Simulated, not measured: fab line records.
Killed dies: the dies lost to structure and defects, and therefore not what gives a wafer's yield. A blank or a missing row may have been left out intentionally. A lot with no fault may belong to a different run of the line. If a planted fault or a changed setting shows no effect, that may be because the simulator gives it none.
Which tool did it? -- flow nandHarc -- Sampling: 6 lots, 18 wafers, 4 of 1159 route steps

## WHAT THE GAUGES READ, wafer by wafer
NHARC_A_BONDPAD_THK_MEAS_20: measures by xrf.
lot,measured,on,thkNm (nm)
L935,day 18 15:19,filmMetro-01,166.8 168.9 168.4
L937,day 18 18:03,filmMetro-02,167.3 170.7 168.7
L943,day 19 18:41,filmMetro-02,168.5 167.4 167.0
L947,day 21 01:22,filmMetro-02,169.6 168.0 168.3
L955,day 23 06:32,filmMetro-02,166.2 166.4 167.1
L956,day 23 10:08,filmMetro-02,166.9 169.1 171.4

## WHICH TOOL RAN EACH LOT (tool, then ch and the chambers of the sampled wafers, then the start)
lot,NHARC_A_M1_DEP_33,NHARC_A_BONDPAD_ETCH_34,NHARC_A_BONDPAD_STRIP_15
L935,"pecvd-03 ch 1,2, day 18 10:57","rieDiel-04 ch 1,2,3, day 18 13:01","rieDiel-04 ch 0,2,3, day 18 13:20"
L937,"pecvd-04 ch 1,2, day 18 13:07","rieDiel-04 ch 2,3, day 18 15:41","rieDiel-04 ch 0,1,2, day 18 16:02"
L943,"pecvd-04 ch 0,1,2, day 19 14:01","rieDiel-04 ch 0,1, day 19 16:07","rieDiel-04 ch 0,1,3, day 19 16:26"
L947,"pecvd-01 ch 0,1, day 20 20:59","rieDiel-04 ch 1,2,3, day 20 23:07","rieDiel-11 ch 1,2, day 20 23:25"
L955,"pecvd-03 ch 0,1,2, day 23 02:10","rieDiel-04 ch 1,2,3, day 23 04:13","rieDiel-11 ch 0,2,3, day 23 04:34"
L956,"pecvd-01 ch 0,1, day 23 05:02","rieDiel-04 ch 1,2, day 23 07:04","rieDiel-11 ch 1,2, day 23 07:24"
- NHARC_A_M1_DEP_33: deposits SiCN, target thk 30 nm.
- NHARC_A_BONDPAD_ETCH_34: etches the open film in N2/H2, target depth 60 nm, overetch 18 nm, time 65.91 s.
- NHARC_A_BONDPAD_STRIP_15: strips in O2.

## THE ANSWER, worked out from the rows above alone
Rule: the lots themselves supply what counts as usual. Put in order of their means at a reading, lots are off if they are a third of the lots or fewer, leave a main group of 4 or more, and stand apart from it by a gap of 3 or more times the standard deviation of the main group's means; of several such gaps the widest counts. A main group is skipped when, at the precision printed for the reading in the tables above, its means are all equal. A lot without any number at a reading at which 4 lots or more have one is off too. The other lots that the step has rows for count as sound.
Nothing can be told from this: no lot is off at any reading shown.

## WHAT THE SIMULATOR HAD INSERTED
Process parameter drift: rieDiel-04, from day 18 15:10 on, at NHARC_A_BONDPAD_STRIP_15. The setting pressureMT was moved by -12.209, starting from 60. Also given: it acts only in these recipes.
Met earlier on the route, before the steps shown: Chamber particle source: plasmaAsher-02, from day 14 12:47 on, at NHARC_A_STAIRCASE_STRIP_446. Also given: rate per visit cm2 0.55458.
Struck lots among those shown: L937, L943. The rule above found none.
